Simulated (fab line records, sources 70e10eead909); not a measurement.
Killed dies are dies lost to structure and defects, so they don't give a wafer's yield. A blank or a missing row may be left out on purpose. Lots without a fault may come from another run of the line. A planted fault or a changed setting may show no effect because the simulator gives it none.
A struck lot beside a sound one | flow nand_harc | 40 steps out of a route of 1159
Sound: wafers L204.3, L204.5, L204.6. Struck: wafer L205.6. (L205.2, L205.4 of the same lot were not struck and are left out.) The cause comes at the end.
At each step with rows: each side's tool, then ch and its chambers, then its first start. Under that, the readings that differ: sound wafers | struck wafers | difference of the means | sigmas: that difference in standard deviations of wafers without a fault.
alike: readings whose means differ by less than 2 such deviations, and words and numbers that are the same on both sides. not compared: withheld readings, readings that some wafer has no value for, bounds like >300 that may hide the same value, and numbers for which the record gives no deviation and whose values overlap.
The two part at a step that has a row with sigmas, a row that says differs or no value, or rows on one side only. Numbers that don't overlap but have no deviation are shown without sigmas and don't part them. A reading that every wafer of one side lacks parts them only if that side has two wafers or more.

NHARC_P_M0_OVL_MEAS_10: pitch 180 nm.
  sound on overlay-01, day 7 07:53; struck on overlay-01, day 8 00:10
  alike: overlay_x_nm, overlay_y_nm
NHARC_P_M0_INSPECT_11:
  sound on defect_inspect-01, day 7 07:56; struck on defect_inspect-02, day 8 00:13
  alike: raw_defect_count
then, 2 steps without rows for these wafers: NHARC_P_M0_DESCUM_14 (chemistry O2, time 3 s); NHARC_P_M0_ETCH_34 (etches the open film in N2/H2, target depth 40 nm, overetch 12 nm, time 43.94 s).
NHARC_P_M0_ETCH_15: etches the open film in C4F8/Ar, target depth 150 nm, overetch 15 nm, time 82.5 s.
  sound on rie_diel-13 ch 0,3; struck on rie_diel-06 ch 1
  alike: oes_product_au, rf_vpp_V
  not compared: rf_hours_counter_h
NHARC_P_M0_CD_MEAS_16:
  sound on cd_sem-03, day 7 08:17; struck on cd_sem-02, day 8 00:34
  alike: cd_nm
then, 4 steps without rows for these wafers: NHARC_P_M0_STRIP_18 (strips in N2/H2); NHARC_P_M0_STRIP_19 (strips in post etch residue remover, time 600 s); NHARC_P_M0_DEGAS_28 (time 60 s); NHARC_P_M0_PRE_CLEAN_29 (time 30 s).
NHARC_P_M0_PVD_20: deposits TaN, target thk 5 nm, time 8.06 s.
  sound on pvd_sputter-02; struck on pvd_sputter-02
  alike: throttle_valve_pct
then, 1 step without rows for these wafers: NHARC_P_M0_PVD_21 (deposits Cu, target thk 30 nm, time 20.49 s).
NHARC_P_M0_ECD_22: material Cu, target thk 400 nm.
  sound on ecd_cu-01 ch 0,1, day 7 09:25; struck on ecd_cu-02 ch 0, day 8 01:48
  alike: bath_heat_duty_pct
NHARC_P_M0_ANNEAL_30: time 90 s.
  sound on rtp_anneal-01 ch 0, day 7 09:44; struck on rtp_anneal-02 ch 0, day 8 02:14
  alike: anneal_temp_c, wafer_temp_C_max
then, 1 step without rows for these wafers: NHARC_P_M0_CMP_23 (polishes, t overpolish 20 s, target thk 117.53 nm).
NHARC_P_M0_THK_MEAS_24: measures by xrf.
  sound on film_metro-02, day 7 10:18; struck on film_metro-02, day 8 02:50
  alike: thk_nm
then, 13 steps without rows for these wafers: NHARC_P_M0_SRD_25; NHARC_P_M0_PRE_CLEAN_31 (time 12 s); NHARC_P_M0_DEP_32 (deposits SiCN, target thk 30 nm); NHARC_P_M1_DEP_00 (deposits SiOC, target thk 182.5 nm); NHARC_P_M1_DEHYDRATE_01 (time 120 s); NHARC_P_M1_HMDS_02 (time 30 s); NHARC_P_M1_COAT_34 (time 65 s); NHARC_P_M1_COAT_03 (resist thk 90 nm); NHARC_P_M1_SOFTBAKE_04 (time 55 s); NHARC_P_M1_EBR_05; NHARC_P_M1_EXPOSE_06 (exposes mask P M1, target cd 130 nm); NHARC_P_M1_PEB_07 (peb time 65 s); NHARC_P_M1_DEVELOP_08 (develop time 35 s).
NHARC_P_M1_CD_MEAS_09: target cd 130 nm.
  sound on cd_sem-01 ch 0, day 7 11:50; struck on cd_sem-02 ch 0, day 8 04:24
  alike: cd_nm
NHARC_P_M1_OVL_MEAS_10: pitch 260 nm.
  sound on overlay-02, day 7 11:56; struck on overlay-02, day 8 04:29
  alike: overlay_x_nm, overlay_y_nm
then, 1 step without rows for these wafers: NHARC_P_M1_DESCUM_14 (chemistry O2, time 3 s).
NHARC_P_M1_ETCH_35: etches the open film in N2/H2, target depth 40 nm, overetch 12 nm, time 43.94 s.
  sound on rie_diel-04 ch 0,2,3, day 7 12:08; struck on rie_diel-10 ch 3, day 8 04:41
  alike: drypump_motor_current_A, oes_product_au, rf_vpp_V, showerhead_plenum_p_Torr, throttle_valve_pct
  not compared: rf_hours_counter_h
then, 1 step without rows for these wafers: NHARC_P_M1_ETCH_15 (etches the open film in C4F8/Ar, target depth 182.5 nm, time 91.2 s).
NHARC_P_M1_CD_MEAS_16:
  sound on cd_sem-01, day 7 12:20; struck on cd_sem-02, day 8 04:54
  alike: cd_nm
then, 3 steps without rows for these wafers: NHARC_P_M1_STRIP_18 (strips in N2/H2); NHARC_P_M1_ETCH_28 (etches the open film in CF4/N2, target depth 30 nm, time 72.99 s); NHARC_P_M1_STRIP_19 (strips in post etch residue remover, time 600 s).
NHARC_P_M1_DEGAS_29: time 60 s.
  sound on pvd_sputter-01, day 7 13:04; struck on pvd_sputter-01, day 8 05:37
  alike: heater_power_w
-- the record jumps here: 13 days lie between the struck wafers' starts before and after (it left off in module P_M1 and takes up again in module END, whose first step shown is number 1159 of the route) --
NHARC_END_SORT_01:
  the record has rows for the struck wafers here (prober-02 ch 0, day 21 15:38) and none for the sound ones

WHERE THEY PART
Only at NHARC_END_SORT_01, within this record.

WHY: what the simulator had put in
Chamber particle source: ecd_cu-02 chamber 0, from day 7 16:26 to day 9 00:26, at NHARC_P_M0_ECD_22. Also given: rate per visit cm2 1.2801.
